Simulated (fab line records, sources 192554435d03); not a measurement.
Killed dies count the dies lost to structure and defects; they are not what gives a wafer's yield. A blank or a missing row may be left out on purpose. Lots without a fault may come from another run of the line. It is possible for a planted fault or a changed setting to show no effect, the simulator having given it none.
Split-lot experiment	flow n5-finfet	7 lots, 21 wafers read, on a route of 1938 steps

## SPLIT DETAILS
At N5_ZERO_LAYER_PECVD_02 (deposits SiO2 from SiH4/N2O, target thk 10 nm, time 6 s), the setting time-s was moved away from the recipe's 6 s on 5 of the 21 wafers read, by -13.2% to +10.2%. All remaining wafers had this setting at the recipe value.

The reading is taken at the split's own step.

## THE READING
SiO2_of_ZERO_LAYER_PECVD_02.thk-nm (the simulator's own value, which no gauge read), in nm, at N5_ZERO_LAYER_PECVD_02 (deposits SiO2 from SiH4/N2O, target thk 10 nm, time 6 s). The file does not state a usual value for it. The 16 wafers here that ran the recipe average 9.979 nm, standard deviation 0.16 nm.

wafer	tool, chamber at the split	time-s as run, s	against the recipe	SiO2_of_ZERO_LAYER_PECVD_02.thk-nm, nm	against lot-mates on the recipe
L075.1	pecvd-02, 2	6	recipe	9.858	-
L075.3	pecvd-02, 1	6	recipe	10	-
L075.4	pecvd-02, 0	5.207	-13.2%	8.613	-1.316
L081.1	pecvd-01, 0	6	recipe	10.25	-
L081.2	pecvd-01, 1	5.602	-6.6%	9.333	-0.917
L081.6	pecvd-01, 2	5.602	-6.6%	9.526	-0.724
L086.3	pecvd-02, 0	6	recipe	9.943	-
L086.5	pecvd-02, 1	6	recipe	10.14	-
L086.6	pecvd-02, 0	6	recipe	9.99	-
L090.1	pecvd-01, 1	6	recipe	9.691	-
L090.3	pecvd-01, 2	6	recipe	9.855	-
L090.6	pecvd-01, 0	6	recipe	9.839	-
L094.1	pecvd-03, 1	5.451	-9.2%	9.027	-0.987
L094.3	pecvd-03, 2	6	recipe	9.918	-
L094.5	pecvd-03, 0	6	recipe	10.11	-
L095.1	pecvd-02, 0	6	recipe	10.02	-
L095.2	pecvd-02, 1	6	recipe	9.988	-
L095.4	pecvd-02, 1	6	recipe	10.21	-
L097.3	pecvd-01, 2	6.61	+10.2%	10.81	+0.886
L097.4	pecvd-01, 0	6	recipe	10.13	-
L097.6	pecvd-01, 1	6	recipe	9.719	-

FIT RESULTS
A straight line over all 21 wafers: SiO2_of_ZERO_LAYER_PECVD_02.thk-nm changes by +0.094 nm for each +1% of time-s; r = +0.94; the points scatter about the line by 0.16 nm.
The same after taking each lot's own level away (the mean of its wafers on the recipe; 21 wafers): +0.102 nm for each +1%; r = +0.97; scatter 0.12 nm.
According to that fit, moving time-s by its largest amount changes the reading by 1.3 nm.
The span of the lots' own levels, 9.7950 to 10.2500 nm, comes to 2.9 times the standard deviation stated above.
Hence the lot-to-lot level has little effect on the slope; both slopes agree.
Check: with one of the wafers moved furthest among these (-13.2%) left out of the fit, the line predicts -1.4 nm for it against its lot-mates. It came out at -1.32 nm against them.

## FILE'S OWN FIT
SiO2_of_ZERO_LAYER_PECVD_02.thk-nm changes by +0.101 nm for each +1% of time-s, r = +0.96.
